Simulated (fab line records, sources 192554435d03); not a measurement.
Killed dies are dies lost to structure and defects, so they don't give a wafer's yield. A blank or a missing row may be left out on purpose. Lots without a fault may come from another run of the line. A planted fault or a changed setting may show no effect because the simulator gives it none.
Chamber matching | flow n5_finfet | N5_MOL_CONTACT_COAG_ALD_123 on ald_sin-03: 4 sister chambers
The step deposits SiNx, target thk 5 nm, pulse time 1 s, purge time 2 s. 4 wafers are shown with their chamber, then 8 later ones without.

WAFERS WITH THEIR CHAMBER
wafer  | chamber | heater_power_w (W)
L080.4 | 2       | 873
L087.1 | 1       | 817
L087.4 | 0       | 851
L089.1 | 3       | 807

WAFERS WITHOUT THEIR CHAMBER
wafer  | heater_power_w (W)
L089.4 | 805
L089.6 | 813
L090.1 | 861
L090.3 | 825
L090.5 | 809
L096.2 | 886
L096.4 | 877
L096.6 | 884

WHICH CHAMBER EACH WENT THROUGH
wafer  | from the rows above     | in truth
L089.4 | can't be placed: 3 or 1 | 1
L089.6 | can't be placed: 1 or 3 | 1
L090.1 | can't be placed: 0 or 2 | 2
L090.3 | can't be placed: 1 or 3 | 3
L090.5 | can't be placed: 3 or 1 | 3
L096.2 | 2                       | 2
L096.4 | 2                       | 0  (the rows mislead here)
L096.6 | 2                       | 2
Placed correctly: 2 of 8. Can't be placed from these rows: 5 (the true chamber is among the candidates in 5). Placed wrongly: 1.
How it was worked out, from the rows above alone: a wafer's distance from a chamber is the root of the sum, over the readings, of the square of ((its reading less the chamber's mean) divided by the reading's scatter). The wafer belongs to the nearest chamber; if the next one is less than 2 further off, it can't be placed. A chamber's mean is the mean of its shown wafers. The scatter: with one shown wafer a chamber, the root of the mean of the squares of how far each hidden wafer lies from its nearest shown one.
